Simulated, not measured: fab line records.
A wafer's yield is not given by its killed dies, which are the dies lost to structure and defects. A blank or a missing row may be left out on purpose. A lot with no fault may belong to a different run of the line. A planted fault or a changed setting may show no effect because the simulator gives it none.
fab line records -- flow nandHarc
record: lots: 12, wafers: 36, lastDay: 33
route steps=1302 shown A_CHANNEL_FILL_D1@509 A_ONON_D2@553 A_CHANNEL_HOLE_D2@571 END@1302
lots untouched by any fault: they come from a run of this same line in which no faults occurred
startH: hours from the record's opening day to when the first of the lot's shown wafers began -- waitH: hours from the lot's prior step to this one -- " identical to the entry in the row above -- L1.1+2: several wafers, shown together as one row -- - no value, or no start was given -- * or withheld: withheld -- < > ~ a bound
route shown NAME@n: names a module that has steps shown in the file, with the first one's number in the route -- usual: the fault-free wafers' mean and standard deviation -- same: alike in all rows -- chamber/n: place in a boat -- sites: the reading at each site -- _std_site: the values' standard deviation -- _edge_site: inner sites' mean taken away from outer sites' mean -- radiusMm: how far each site lies from the wafer's centre -- mask NAME#n: copy n -- behind: the last tool/chamber to shape the wafer -- hold: the reason the lot was held/the length of the hold in hours/how it ended -- device: the n, p or np transistor that did not switch -- end of line: the route-end tests of the same wafers -- a step without rows: its recipe alone -- killed: count of dies lost to structure and defects at first sort (not the wafer's yield) -- map: a wafer's dies, marking killed ones x, the rest . and places with no die _
set.NAME: the setting as run; set.NAME@STEP: as run at that earlier step -- model.NAME: the simulator's own value behind a step, which no gauge read
the route's steps for a sample of lots (tables are steps, rows are wafers)
services: from which hour (startH, from the record's first day; less than 0 if before it) a tool's chamber was out of use, for how many hours, and why
== steps ==
step: NHARC_A_CHANNEL_FILL_D1_STRIP_29
recipe: timeS: 20, o2FlowSccm: 500, arFlowSccm: 0, biasW: 0, chemistry: O2
usual: drypumpMotorCurrentA: 5.6/0.47, oesProductAu: 0.999/0.009, rfVppV: 57.6/0.87, showerheadPlenumPTorr: 3.43/0.11, throttleValvePct: 17.036/0.0097
lot.wafer,tool,chamber,startH,waitH,drypumpMotorCurrentA,oesProductAu,rfHoursCounterH,rfVppV,showerheadPlenumPTorr,throttleValvePct
L562.4,rieDiel-07,2,-,-,5.7,0.989,6,57.3,3.50,17.018
L562.3,rieDiel-07,3,-,-,5.0,0.996,6,57.8,3.34,17.036
L562.6,rieDiel-07,2,-,-,5.7,0.998,-,57.0,3.50,17.026
L563.2,rieDiel-10,1,-,-,5.8,0.999,10,57.6,3.33,17.039
L563.1,rieDiel-10,3,-,-,5.6,1.007,9,59.3,3.61,17.036
L563.4,rieDiel-10,0,-,-,6.3,0.985,10,57.4,3.49,17.031
L566.1,rieDiel-11,3,266.81,0.1,5.3,1.010,0,58.9,3.42,17.055
L566.6,rieDiel-11,2,266.81,0.1,5.9,0.996,-,57.6,3.34,17.039
L566.4,rieDiel-11,1,266.81,0.1,5.1,0.985,-,58.2,3.40,17.031
L568.3,rieDiel-07,0,-,-,5.3,1.009,10,58.2,3.34,17.030
L568.6,rieDiel-07,2,-,-,5.7,0.982,-,57.2,3.49,17.027
L568.5,rieDiel-07,3,-,-,5.0,0.989,-,58.7,3.33,17.025
L567.2,rieDiel-10,2,-,-,5.3,0.996,2,58.2,3.54,17.053
L567.4,rieDiel-10,3,-,-,5.6,1.008,2,58.1,3.61,17.031
L567.6,rieDiel-10,3,-,-,5.6,1.013,-,59.0,3.61,17.040
L569.4,rieDiel-10,3,-,-,5.7,0.999,2,58.3,3.61,17.055
L569.6,rieDiel-10,3,-,-,5.6,0.997,-,59.0,3.61,17.033
L569.5,rieDiel-10,0,-,-,6.2,0.995,-,57.7,3.49,17.045
L571.2,rieDiel-07,2,-,-,5.7,1.008,2,56.9,3.49,17.020
L571.4,rieDiel-07,1,-,-,6.3,1.003,2,57.3,3.37,17.042
L571.6,rieDiel-07,2,-,-,5.7,1.002,-,58.7,3.49,17.044
L572.1,rieDiel-07,0,-,-,5.3,0.997,3,59.2,3.34,17.024
L572.2,rieDiel-07,2,-,-,5.7,1.001,3,56.9,3.49,17.046
L572.4,rieDiel-07,3,-,-,5.0,0.989,2,58.2,3.33,17.042
L575.3,rieDiel-11,0,-,-,6.5,0.997,3,58.0,3.70,17.042
L575.2,rieDiel-11,1,-,-,5.1,0.996,4,57.3,3.40,17.022
L575.6,rieDiel-11,1,-,-,5.1,0.988,-,57.8,3.40,17.029
L578.1,rieDiel-11,3,-,-,5.3,1.024,5,58.1,3.42,17.028
L578.5,rieDiel-11,1,-,-,5.1,0.996,-,56.9,3.40,17.038
L578.6,rieDiel-11,2,-,-,5.9,1.004,-,57.6,3.34,17.033
L584.4,rieDiel-07,2,-,-,5.7,1.004,12,59.8,3.49,17.046
L584.6,rieDiel-07,0,-,-,5.3,1.008,-,59.0,3.33,17.043
L584.5,rieDiel-07,1,-,-,6.4,1.005,-,56.2,3.37,17.041
L585.3,rieDiel-11,0,-,-,6.4,0.997,1,58.3,3.70,17.034
L585.5,rieDiel-11,3,-,-,5.4,1.004,-,57.6,3.41,17.017
L585.6,rieDiel-11,0,-,-,6.4,0.998,-,57.9,3.70,17.035
step: NHARC_A_ONON_D2_DEP_12
recipe: targetThkA: 10000, n2FlowSccm: 2750, n2oFlowSccm: 2000, nh3FlowSccm: 500, sih4FlowSccm: 210, tempC: 400
usual: n2FlowSccm: 2751/8.7, nh3FlowSccm: 500.2/1.6
lot.wafer,tool,chamber,startH,waitH,n2FlowSccm,nh3FlowSccm
L562.3,pecvdOnon-02,0,272.73,0.2,2749,498.8
L562.4,pecvdOnon-02,0,272.73,0.2,2743,499.7
L562.6,pecvdOnon-02,0,272.73,0.2,2765,499.9
L563.1,pecvdOnon-01,0,282.33,0.1,2755,501.9
L563.2,pecvdOnon-01,0,282.33,0.1,2725,501.1
L563.4,pecvdOnon-01,0,282.33,0.1,2753,503.5
L566.1,pecvdOnon-02,0,311.04,0.1,2741,498.6
L566.4,pecvdOnon-02,0,311.04,0.1,2748,498.0
L566.6,pecvdOnon-02,0,311.04,0.1,2745,498.0
L567.2,pecvdOnon-04,0,328.00,0.1,2747,500.0
L567.4,pecvdOnon-04,0,328.00,0.1,2747,498.2
L567.6,pecvdOnon-04,0,328.00,0.1,2745,499.0
L568.3,pecvdOnon-02,0,328.08,0.2,2756,498.4
L568.5,pecvdOnon-02,0,328.08,0.2,2749,499.9
L568.6,pecvdOnon-02,0,328.08,0.2,2753,501.6
L569.4,pecvdOnon-01,0,347.74,0.2,2740,498.2
L569.5,pecvdOnon-01,0,347.74,0.2,2757,497.7
L569.6,pecvdOnon-01,0,347.74,0.2,2753,499.8
L571.2,pecvdOnon-02,0,361.52,0.1,2776,500.6
L571.4,pecvdOnon-02,0,361.52,0.1,2744,501.6
L571.6,pecvdOnon-02,0,361.52,0.1,2754,500.6
L572.1,pecvdOnon-02,0,380.72,0.1,2748,504.4
L572.2,pecvdOnon-02,0,380.72,0.1,2758,501.0
L572.4,pecvdOnon-02,0,380.72,0.1,2759,503.6
L575.2,pecvdOnon-02,0,399.78,0.1,2751,500.7
L575.3,pecvdOnon-02,0,399.78,0.1,2763,501.2
L575.6,pecvdOnon-02,0,399.78,0.1,2752,500.9
L578.1,pecvdOnon-02,0,443.67,0.1,2755,499.5
L578.5,pecvdOnon-02,0,443.67,0.1,2747,500.6
L578.6,pecvdOnon-02,0,443.67,0.1,2746,498.8
L584.4,pecvdOnon-02,0,501.82,0.2,2760,499.9
L584.5,pecvdOnon-02,0,501.82,0.2,2755,500.9
L584.6,pecvdOnon-02,0,501.82,0.2,2752,498.5
L585.3,pecvdOnon-02,0,504.50,0.2,2752,498.6
L585.5,pecvdOnon-02,0,504.50,0.2,2754,499.1
L585.6,pecvdOnon-02,0,504.50,0.2,2763,499.9
step: NHARC_A_ONON_D2_THK_MEAS_14
recipe: thkMeasGauge: ellipsometry
usual: thkNm: 1002/10
lot.wafer,tool,chamber,startH,waitH,thkNm
L562.3,filmMetro-01,-,273.13,-,1022
L562.4,filmMetro-01,-,273.13,-,1021
L562.6,filmMetro-01,-,273.13,-,1023
L563.1,filmMetro-01,-,282.84,-,995
L563.2,filmMetro-01,-,282.84,-,993
L563.4,filmMetro-01,-,282.84,-,994
L566.1,filmMetro-01,-,311.55,-,1005
L566.4,filmMetro-01,-,311.55,-,1004
L566.6,filmMetro-01,-,311.55,-,1005
L567.2,filmMetro-01,-,328.45,-,1000
L567.4,filmMetro-01,-,328.45,-,1002
L567.6,filmMetro-01,-,328.45,-,999
L568.3,filmMetro-02,-,328.49,-,999
L568.5,filmMetro-02,-,328.49,-,999
L568.6,filmMetro-02,-,328.49,-,998
L569.4,filmMetro-02,-,348.08,-,984
L569.5,filmMetro-02,-,348.08,-,985
L569.6,filmMetro-02,-,348.08,-,982
L571.2,filmMetro-02,-,361.98,-,1011
L571.4,filmMetro-02,-,361.98,-,1011
L571.6,filmMetro-02,-,361.98,-,1009
L572.1,filmMetro-01,-,381.23,-,997
L572.2,filmMetro-01,-,381.23,-,998
L572.4,filmMetro-01,-,381.23,-,1000
L575.2,filmMetro-01,-,400.23,-,996
L575.3,filmMetro-01,-,400.23,-,997
L575.6,filmMetro-01,-,400.23,-,998
L578.1,filmMetro-02,-,444.18,-,999
L578.5,filmMetro-02,-,444.18,-,998
L578.6,filmMetro-02,-,444.18,-,997
L584.4,filmMetro-02,-,502.16,-,995
L584.5,filmMetro-02,-,502.16,-,1603
L584.6,filmMetro-02,-,502.16,-,993
L585.3,filmMetro-02,-,504.89,-,1002
L585.5,filmMetro-02,-,504.89,-,1611
L585.6,filmMetro-02,-,504.89,-,1002
step: NHARC_A_ONON_D2_DEP_33
recipe: targetThkA: 2000, tempC: 400, pressureTorr: 6.5, rfW: 900, teosFlowSccm: 161.4, flowSccm: 2650, targetThkNm: 200, gas: O2, material: SiO2
usual: heaterPowerW: 496/61, rfFwdPowerW: 897.7/2.7, throttleValvePct: 15.9/0.52
lot.wafer,tool,chamber,startH,waitH,heaterPowerW,rfFwdPowerW,throttleValvePct
L562.3,pecvd-02,1,283.84,0.1,501,895.1,15.6
L562.6,pecvd-02,2,283.84,0.1,429,896.3,16.3
L562.4,pecvd-02,1,283.84,0.1,494,895.6,15.7
L563.1,pecvd-02,1,292.58,0.1,521,897.0,15.4
L563.2,pecvd-02,0,292.58,0.1,454,900.8,16.4
L563.4,pecvd-02,2,292.58,0.1,415,894.9,16.6
L566.1,pecvd-02,0,321.26,0.1,518,893.3,16.5
L566.6,pecvd-02,0,321.26,0.1,507,896.4,16.5
L566.4,pecvd-02,1,321.26,0.1,478,895.9,15.4
L567.2,pecvd-04,2,338.19,0.1,437,899.9,15.4
L567.4,pecvd-04,2,338.19,0.1,442,896.3,15.5
L567.6,pecvd-04,0,338.19,0.1,491,894.4,15.5
L568.3,pecvd-02,1,338.27,0.1,460,900.8,15.5
L568.6,pecvd-02,0,338.27,0.1,503,895.4,16.5
L568.5,pecvd-02,1,338.27,0.1,472,903.7,15.5
L569.6,pecvd-02,0,359.42,0.2,494,895.2,16.6
L569.4,pecvd-02,1,359.42,0.2,494,894.9,15.8
L569.5,pecvd-02,2,359.42,0.2,490,898.0,16.5
L571.2,pecvd-04,2,369.04,0.1,443,898.0,15.5
L571.4,pecvd-04,2,369.04,0.1,442,896.8,15.3
L571.6,pecvd-04,0,369.04,0.1,507,895.9,15.4
L572.1,pecvd-03,2,390.92,0.1,392,895.8,15.0
L572.2,pecvd-03,0,390.92,0.1,615,898.6,16.1
L572.4,pecvd-03,2,390.92,0.1,395,895.8,15.5
L575.2,pecvd-03,1,414.00,0.2,426,890.9,14.8
L575.3,pecvd-03,2,414.00,0.2,453,899.2,15.2
L575.6,pecvd-03,0,414.00,0.2,589,895.5,15.9
L578.1,pecvd-03,1,456.09,0.1,457,897.8,15.1
L578.6,pecvd-03,1,456.09,0.1,470,899.5,14.9
L578.5,pecvd-03,0,456.09,0.1,597,901.6,16.2
L584.5,pecvd-03,0,512.02,0.2,597,897.7,16.1
L584.6,pecvd-03,1,512.02,0.2,536,899.2,14.7
L584.4,pecvd-03,2,512.02,0.2,459,895.9,15.8
L585.3,pecvd-02,1,512.24,0.4,450,895.4,16.1
L585.6,pecvd-02,2,512.24,0.4,530,897.4,16.9
L585.5,pecvd-02,1,512.24,0.4,447,894.6,16.3
step: NHARC_A_CHANNEL_HOLE_D2_DEP_01
recipe: targetThkA: 1400, targetThkNm: 140, tempC: 400, pressureTorr: 3.5, flowSccm: 200, rfW: 350, material: SiON
usual: heaterPowerW: 708/68, rfFwdPowerW: 348.0/1.3
lot.wafer,tool,chamber,startH,waitH,heaterPowerW,rfFwdPowerW
L562.3,pecvd-02,1,286.27,1.0,618,346.8
L562.4,pecvd-02,2,286.27,1.0,708,349.6
L562.6,pecvd-02,0,286.27,1.0,618,347.5
L563.1,pecvd-02,1,295.06,1.6,697,348.7
L563.2,pecvd-02,0,295.06,1.6,632,348.7
L563.4,pecvd-02,1,295.06,1.6,584,349.8
L566.1,pecvd-04,2,323.77,1.6,693,346.0
L566.4,pecvd-04,1,323.77,1.6,828,350.2
L566.6,pecvd-04,2,323.77,1.6,691,346.4
L568.3,pecvd-04,1,340.73,1.0,823,351.0
L568.6,pecvd-04,0,340.73,1.0,695,347.5
L568.5,pecvd-04,2,340.73,1.0,686,347.5
L567.2,pecvd-02,2,340.76,1.3,707,348.1
L567.4,pecvd-02,2,340.76,1.3,717,346.8
L567.6,pecvd-02,0,340.76,1.3,703,345.8
L569.6,pecvd-02,0,361.84,0.1,663,348.5
L569.5,pecvd-02,1,361.84,0.1,584,346.9
L569.4,pecvd-02,2,361.84,0.1,700,349.2
L571.2,pecvd-04,0,373.07,1.4,675,348.2
L571.4,pecvd-04,2,373.07,1.4,685,349.5
L571.6,pecvd-04,0,373.07,1.4,677,348.2
L572.1,pecvd-01,2,393.37,1.6,785,346.6
L572.2,pecvd-01,0,393.37,1.6,835,346.6
L572.4,pecvd-01,1,393.37,1.6,680,349.3
L575.3,pecvd-01,2,418.06,1.5,729,347.0
L575.2,pecvd-01,0,418.06,1.5,810,346.0
L575.6,pecvd-01,0,418.06,1.5,812,346.7
L578.1,pecvd-02,2,458.63,1.7,683,350.0
L578.6,pecvd-02,0,458.63,1.7,727,347.5
L578.5,pecvd-02,1,458.63,1.7,664,346.1
L584.4,pecvd-01,0,514.46,0.7,829,347.4
L584.6,pecvd-01,1,514.46,0.7,751,350.6
L585.3,pecvd-04,1,514.70,1.0,802,347.8
L585.6,pecvd-04,1,514.70,1.0,805,348.8
step: NHARC_END_SORT_01
recipe: tempC: 25
usual: killedAtArray: 49/18, killedAtOther: 0.7/1.1, killedAtPeriphery: 4.0/2.6, killedDies: 54/19, killedOpen: 3.4/1.7, killedShort: 2.5/1.7
same: grossDies: 677
lot.wafer,tool,chamber,startH,waitH,killedAtArray,killedAtOther,killedAtPeriphery,killedDies,killedOpen,killedShort
L566.1,prober-02,0,590.31,2.5,62,0,2,64,3,3
L566.4,prober-02,0,592.68,3.4,66,2,3,71,3,3
L566.6,prober-02,0,594.27,4.0,58,0,2,60,2,2
L571.2,prober-01,0,646.21,2.8,42,3,1,46,1,1
L571.4,prober-01,0,647.81,3.4,26,1,5,32,3,0
L571.6,prober-01,0,649.42,4.0,36,1,6,43,5,2
L584.4,prober-02,0,785.10,3.4,62,0,3,65,3,4
L584.5,prober-02,0,785.91,3.7,675,0,2,677,2,1
L584.6,prober-02,0,786.72,4.0,46,0,3,49,2,4
L585.3,prober-01,0,792.16,3.2,16,1,5,22,4,3
L585.5,prober-01,0,793.78,3.8,673,0,4,677,3,2
L585.6,prober-01,0,794.59,4.1,32,0,5,37,5,7
killed by level:class
L566.1 A_CHANNEL_HOLE_D1:chamberFilmFlake=27 A_CHANNEL_HOLE_D2:chamberFilmFlake=16 A_CONTACT:chamberFilmFlake=7 P_STI:chamberFilmFlake=2 A_DECK1_JOINT:chamberFilmFlake=2 A_WL_FILL:chamberFilmFlake=2 A_STAIRCASE:chamberFilmFlake=1 A_ONON_D1:geometricParticle:open=1
L566.4 A_CHANNEL_HOLE_D1:chamberFilmFlake=36 A_CHANNEL_HOLE_D2:chamberFilmFlake=14 A_CONTACT:chamberFilmFlake=9 A_ONON_D1:geometricParticle:open=2 P_GATE:chamberFilmFlake=2 A_CHANNEL_FILL_D1:chamberFilmFlake=2 P_M0:geometricParticle:short=1 A_CHANNEL_HOLE_D2:geometricParticle:short=1
L566.6 A_CHANNEL_HOLE_D2:chamberFilmFlake=25 A_CHANNEL_HOLE_D1:chamberFilmFlake=20 A_CHANNEL_FILL_D1:chamberFilmFlake=4 P_STI:chamberFilmFlake=2 A_DECK1_JOINT:chamberFilmFlake=2 A_CONTACT:chamberFilmFlake=2 A_ONON_D2:geometricParticle:short=1 A_ONON_D2:geometricParticle:open=1
L571.2 A_CHANNEL_HOLE_D2:chamberFilmFlake=15 A_CONTACT:chamberFilmFlake=10 A_CHANNEL_FILL_D2:chamberFilmFlake=5 A_SLIT:chamberFilmFlake=3 THIN_TSV:chamberFilmFlake=3 A_CHANNEL_HOLE_D1:chamberFilmFlake=2 A_DECK1_JOINT:chamberFilmFlake=2 A_STAIRCASE:chamberFilmFlake=2
L571.4 A_CHANNEL_HOLE_D2:chamberFilmFlake=14 P_GATE:chamberFilmFlake=4 A_CHANNEL_HOLE_D1:chamberFilmFlake=4 A_CONTACT:chamberFilmFlake=4 A_CHANNEL_HOLE_D1:geometricParticle:open=1 A_CHANNEL_HOLE_D2:geometricParticle:open=1 A_M1:geometricParticle:open=1 P_BONDPAD:chamberFilmFlake=1
L571.6 A_CHANNEL_HOLE_D2:chamberFilmFlake=12 A_CHANNEL_HOLE_D1:chamberFilmFlake=5 P_GATE:chamberFilmFlake=4 A_CHANNEL_FILL_D2:chamberFilmFlake=4 A_STAIRCASE:chamberFilmFlake=4 A_CONTACT:chamberFilmFlake=3 P_M0:geometricParticle:open=1 A_ONON_D1:geometricParticle:short=1
L584.4 A_SLIT:chamberFilmFlake=29 A_CHANNEL_HOLE_D2:chamberFilmFlake=13 A_CONTACT:chamberFilmFlake=4 A_CHANNEL_FILL_D1:chamberFilmFlake=3 A_CHANNEL_HOLE_D1:chamberFilmFlake=2 A_DECK1_JOINT:chamberFilmFlake=2 A_SGD_CUT:chamberFilmFlake=2 P_M1:geometricParticle:short=1
L584.5 A_ONON_D2:areaDep=618 A_SLIT:chamberFilmFlake=24 A_CHANNEL_HOLE_D2:chamberFilmFlake=17 A_CONTACT:chamberFilmFlake=4 A_CHANNEL_FILL_D1:chamberFilmFlake=3 P_STI:chamberFilmFlake=2 A_DECK1_JOINT:chamberFilmFlake=2 A_STAIRCASE:chamberFilmFlake=2
L584.6 A_SLIT:chamberFilmFlake=18 A_CHANNEL_HOLE_D2:chamberFilmFlake=9 A_CONTACT:chamberFilmFlake=5 A_DECK1_JOINT:chamberFilmFlake=4 A_CHANNEL_FILL_D1:chamberFilmFlake=3 A_SGD_CUT:chamberFilmFlake=2 P_GATE:geometricParticle:open=1 P_M1:geometricParticle:short=1
L585.3 A_CONTACT:chamberFilmFlake=5 A_SLIT:chamberFilmFlake=4 P_CONTACT:geometricParticle:open=1 P_M2:geometricParticle:short=1 P_BONDPAD:geometricParticle:short=1 A_SOURCE_PLATE:geometricParticle:short=1 A_DECK1_JOINT:geometricParticle:open=1 A_CONTACT:geometricParticle:open=1
L585.5 A_ONON_D2:areaDep=652 A_CONTACT:chamberFilmFlake=11 A_SLIT:chamberFilmFlake=4 P_BONDPAD:chamberFilmFlake=2 P_CONTACT:geometricParticle:short=1 A_ONON_D1:geometricParticle:open=1 A_ONON_D1:geometricParticle:short=1 A_CHANNEL_FILL_D1:geometricParticle:open=1
L585.6 A_SLIT:chamberFilmFlake=9 A_CONTACT:chamberFilmFlake=9 A_CHANNEL_FILL_D1:geometricParticle:open=2 P_BONDPAD:chamberFilmFlake=2 A_DECK1_JOINT:chamberFilmFlake=2 P_CONTACT:geometricParticle:open=1 P_M0:geometricParticle:short=1 A_CHANNEL_FILL_D1:geometricParticle:short=1
== services ==
tool,chamber,startH,hours,kind
pecvd-04,0,219.18,6.3,repair
rieDiel-11,-,225.46,0.4,repair
pecvd-02,-,228.82,13.0,pm
pecvd-02,1,243.64,4.7,repair
rieDiel-11,0,245.41,31.4,repair
rieDiel-11,-,255.50,9.0,pm
pecvd-04,-,269.00,13.0,pm
pecvd-02,0,269.16,7.5,repair
rieDiel-11,3,272.24,9.0,repair
rieDiel-07,0,272.50,3.1,repair
pecvd-02,2,274.25,2.3,repair
rieDiel-07,3,277.61,6.7,repair
rieDiel-07,-,294.20,9.0,pm
pecvd-02,2,324.58,11.8,repair
pecvd-03,2,337.48,3.6,repair
pecvd-03,-,366.09,13.0,pm
pecvdOnon-02,-,366.54,13.0,pm
pecvd-02,-,409.82,13.0,pm
rieDiel-11,0,413.29,30.1,repair
rieDiel-11,-,432.50,9.0,pm
pecvd-04,-,438.16,3.1,repair
pecvd-04,-,450.00,13.0,pm
rieDiel-11,2,450.85,4.7,repair
rieDiel-07,-,471.20,9.0,pm
== key ==
firstSign: step: NHARC_A_ONON_D2_THK_MEAS_14, reading: thkNm, direction: up, sigmas: 60, usual: 1002, struck: 1607
effect: step: NHARC_END_SORT_01, reading: killedAtArray, direction: up, sigmas: 34, usual: 49, struck: 674
moreKillsBornAt: NHARC_A_ONON_D2_DEP_12@pecvdOnon-02: 1270
metAt NHARC_A_ONON_D2_DEP_12
struckLots L584,L585
struckWafers L584.5,L585.5
laterRowsLeftOut L584.5,L585.5
testerLeftOut L584,L585
notActingAt NHARC_A_CHANNEL_FILL_D1_STRIP_29,NHARC_A_ONON_D2_DEP_33,NHARC_A_CHANNEL_HOLE_D2_DEP_01
onsetBetween 443.67 501.82
fault: kind: processParameterDrift, tool: pecvdOnon-02, chamber: -, onsetH: 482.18, steps: NHARC_A_ONON_D2_DEP_12, channel: targetThkA, offset: *, shape: step, endH: 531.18, scope: struckWafersOnly, actsIn: *, stated: *
testerLeftOut: of these lots the tester's yield and bins aren't shown, on N5 and GAA mostly nor the transistor test; their killed dies are dies lost to structure and defects alone, not to doping, threshold or leakage, so they don't give the yield
laterRowsLeftOut: the simulator's readings of these wafers behind a module that went badly wrong aren't trusted and aren't shown, but for the sort
